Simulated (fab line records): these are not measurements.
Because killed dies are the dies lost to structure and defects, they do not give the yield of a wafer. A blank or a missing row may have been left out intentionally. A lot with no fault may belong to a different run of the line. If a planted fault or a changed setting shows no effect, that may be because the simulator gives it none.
Matching of chambers / flow nand harc / 4 sister chambers for NHARC_A_STAIRCASE_DESCUM_186 on rie diel-12
The step chemistry O2, time 3 s. 39 wafers are shown with their chamber, then 12 later ones without.

WAFERS PAIRED WITH THEIR CHAMBERS
wafer=L074.2; chamber=0; drypump motor current A (A)=5.7; showerhead plenum p Torr (Torr)=1.99; rf vpp V (V)=58.2
wafer=L074.3; chamber=3; drypump motor current A (A)=6.3; showerhead plenum p Torr (Torr)=1.88; rf vpp V (V)=57.8
wafer=L074.6; chamber=0; drypump motor current A (A)=5.7; showerhead plenum p Torr (Torr)=2.00; rf vpp V (V)=58.1
wafer=L075.4; chamber=1; drypump motor current A (A)=5.4; showerhead plenum p Torr (Torr)=2.07; rf vpp V (V)=58.7
wafer=L075.5; chamber=1; drypump motor current A (A)=5.4; showerhead plenum p Torr (Torr)=2.07; rf vpp V (V)=57.3
wafer=L075.6; chamber=0; drypump motor current A (A)=5.7; showerhead plenum p Torr (Torr)=1.99; rf vpp V (V)=57.5
wafer=L076.2; chamber=2; drypump motor current A (A)=6.3; showerhead plenum p Torr (Torr)=1.82; rf vpp V (V)=59.4
wafer=L076.3; chamber=0; drypump motor current A (A)=5.7; showerhead plenum p Torr (Torr)=1.99; rf vpp V (V)=57.5
wafer=L076.6; chamber=1; drypump motor current A (A)=5.4; showerhead plenum p Torr (Torr)=2.06; rf vpp V (V)=59.1
wafer=L079.1; chamber=0; drypump motor current A (A)=5.7; showerhead plenum p Torr (Torr)=1.99; rf vpp V (V)=58.2
wafer=L079.4; chamber=3; drypump motor current A (A)=6.3; showerhead plenum p Torr (Torr)=1.87; rf vpp V (V)=58.0
wafer=L079.5; chamber=0; drypump motor current A (A)=5.7; showerhead plenum p Torr (Torr)=1.99; rf vpp V (V)=58.1
wafer=L080.1; chamber=1; drypump motor current A (A)=5.4; showerhead plenum p Torr (Torr)=2.06; rf vpp V (V)=58.5
wafer=L080.2; chamber=3; drypump motor current A (A)=6.3; showerhead plenum p Torr (Torr)=1.87; rf vpp V (V)=57.8
wafer=L080.4; chamber=0; drypump motor current A (A)=5.7; showerhead plenum p Torr (Torr)=1.99; rf vpp V (V)=56.9
wafer=L081.2; chamber=2; drypump motor current A (A)=6.3; showerhead plenum p Torr (Torr)=1.81; rf vpp V (V)=59.0
wafer=L081.3; chamber=3; drypump motor current A (A)=6.2; showerhead plenum p Torr (Torr)=1.87; rf vpp V (V)=57.6
wafer=L081.4; chamber=0; drypump motor current A (A)=5.7; showerhead plenum p Torr (Torr)=1.98; rf vpp V (V)=56.9
wafer=L082.1; chamber=0; drypump motor current A (A)=5.7; showerhead plenum p Torr (Torr)=1.98; rf vpp V (V)=56.3
wafer=L082.3; chamber=1; drypump motor current A (A)=5.4; showerhead plenum p Torr (Torr)=2.06; rf vpp V (V)=58.1
wafer=L082.5; chamber=0; drypump motor current A (A)=5.7; showerhead plenum p Torr (Torr)=1.98; rf vpp V (V)=57.3
wafer=L086.3; chamber=3; drypump motor current A (A)=6.3; showerhead plenum p Torr (Torr)=1.87; rf vpp V (V)=59.1
wafer=L086.5; chamber=3; drypump motor current A (A)=6.3; showerhead plenum p Torr (Torr)=1.87; rf vpp V (V)=56.9
wafer=L086.6; chamber=0; drypump motor current A (A)=5.7; showerhead plenum p Torr (Torr)=1.98; rf vpp V (V)=57.5
wafer=L088.2; chamber=3; drypump motor current A (A)=6.3; showerhead plenum p Torr (Torr)=1.86; rf vpp V (V)=58.6
wafer=L088.3; chamber=0; drypump motor current A (A)=5.7; showerhead plenum p Torr (Torr)=1.98; rf vpp V (V)=58.4
wafer=L088.6; chamber=2; drypump motor current A (A)=6.3; showerhead plenum p Torr (Torr)=1.81; rf vpp V (V)=57.3
wafer=L090.1; chamber=2; drypump motor current A (A)=6.3; showerhead plenum p Torr (Torr)=1.81; rf vpp V (V)=57.5
wafer=L090.2; chamber=3; drypump motor current A (A)=6.3; showerhead plenum p Torr (Torr)=1.86; rf vpp V (V)=56.4
wafer=L090.5; chamber=0; drypump motor current A (A)=5.7; showerhead plenum p Torr (Torr)=1.98; rf vpp V (V)=59.0
wafer=L089.1; chamber=2; drypump motor current A (A)=6.3; showerhead plenum p Torr (Torr)=1.81; rf vpp V (V)=58.3
wafer=L089.5; chamber=3; drypump motor current A (A)=6.3; showerhead plenum p Torr (Torr)=1.86; rf vpp V (V)=57.8
wafer=L089.6; chamber=0; drypump motor current A (A)=5.7; showerhead plenum p Torr (Torr)=1.98; rf vpp V (V)=58.7
wafer=L091.2; chamber=1; drypump motor current A (A)=5.3; showerhead plenum p Torr (Torr)=2.05; rf vpp V (V)=59.4
wafer=L091.4; chamber=0; drypump motor current A (A)=5.7; showerhead plenum p Torr (Torr)=1.98; rf vpp V (V)=57.6
wafer=L091.5; chamber=3; drypump motor current A (A)=6.3; showerhead plenum p Torr (Torr)=1.86; rf vpp V (V)=57.5
wafer=L092.1; chamber=0; drypump motor current A (A)=5.7; showerhead plenum p Torr (Torr)=1.97; rf vpp V (V)=56.8
wafer=L092.3; chamber=2; drypump motor current A (A)=6.3; showerhead plenum p Torr (Torr)=1.80; rf vpp V (V)=58.0
wafer=L092.5; chamber=2; drypump motor current A (A)=6.3; showerhead plenum p Torr (Torr)=1.80; rf vpp V (V)=57.2

SIGNATURES, as means of the wafers listed above
reading=drypump motor current A; chamber 0=5.700; chamber 1=5.383; chamber 2=6.300; chamber 3=6.290; scatter within a chamber=0.0223
reading=showerhead plenum p Torr; chamber 0=1.9844; chamber 1=2.0617; chamber 2=1.8086; chamber 3=1.8670; scatter within a chamber=0.00712
reading=rf vpp V; chamber 0=57.688; chamber 1=58.517; chamber 2=58.100; chamber 3=57.750; scatter within a chamber=0.77
Rule: a wafer's distance from a chamber is the root of the sum, over the readings, of the square of ((its reading less the chamber's mean) divided by the reading's scatter). The wafer belongs to the nearest chamber; if the next one is less than 2 further off, it can't be placed. The scatter is the square root of a quotient: the sum, over the shown wafers, of each reading's squared deviation from its chamber's mean, divided by wafers minus chambers.

WAFERS MISSING THEIR CHAMBER
wafer=L094.1; drypump motor current A (A)=5.7; showerhead plenum p Torr (Torr)=1.97; rf vpp V (V)=58.7
wafer=L094.2; drypump motor current A (A)=5.4; showerhead plenum p Torr (Torr)=2.05; rf vpp V (V)=57.9
wafer=L094.3; drypump motor current A (A)=6.3; showerhead plenum p Torr (Torr)=1.80; rf vpp V (V)=57.5
wafer=L095.1; drypump motor current A (A)=5.4; showerhead plenum p Torr (Torr)=2.05; rf vpp V (V)=57.8
wafer=L095.3; drypump motor current A (A)=5.7; showerhead plenum p Torr (Torr)=1.97; rf vpp V (V)=59.9
wafer=L095.4; drypump motor current A (A)=6.3; showerhead plenum p Torr (Torr)=1.80; rf vpp V (V)=56.7
wafer=L096.2; drypump motor current A (A)=5.4; showerhead plenum p Torr (Torr)=2.04; rf vpp V (V)=58.6
wafer=L096.4; drypump motor current A (A)=6.3; showerhead plenum p Torr (Torr)=1.85; rf vpp V (V)=58.7
wafer=L096.6; drypump motor current A (A)=6.3; showerhead plenum p Torr (Torr)=1.80; rf vpp V (V)=58.0
wafer=L097.1; drypump motor current A (A)=5.4; showerhead plenum p Torr (Torr)=2.04; rf vpp V (V)=56.8
wafer=L097.3; drypump motor current A (A)=6.3; showerhead plenum p Torr (Torr)=1.80; rf vpp V (V)=54.8
wafer=L097.4; drypump motor current A (A)=5.7; showerhead plenum p Torr (Torr)=1.97; rf vpp V (V)=59.1

CHAMBER TAKEN BY EACH
wafer=L094.1; from the rows above=0; in truth=0
wafer=L094.2; from the rows above=1; in truth=1
wafer=L094.3; from the rows above=2; in truth=2
wafer=L095.1; from the rows above=1; in truth=1
wafer=L095.3; from the rows above=0; in truth=0
wafer=L095.4; from the rows above=2; in truth=2
wafer=L096.2; from the rows above=1; in truth=1
wafer=L096.4; from the rows above=3; in truth=3
wafer=L096.6; from the rows above=2; in truth=2
wafer=L097.1; from the rows above=1; in truth=1
wafer=L097.3; from the rows above=2; in truth=2
wafer=L097.4; from the rows above=0; in truth=0
Placed correctly: 12 of 12. Left unplaced by these rows: 0. Number placed wrongly: 0.
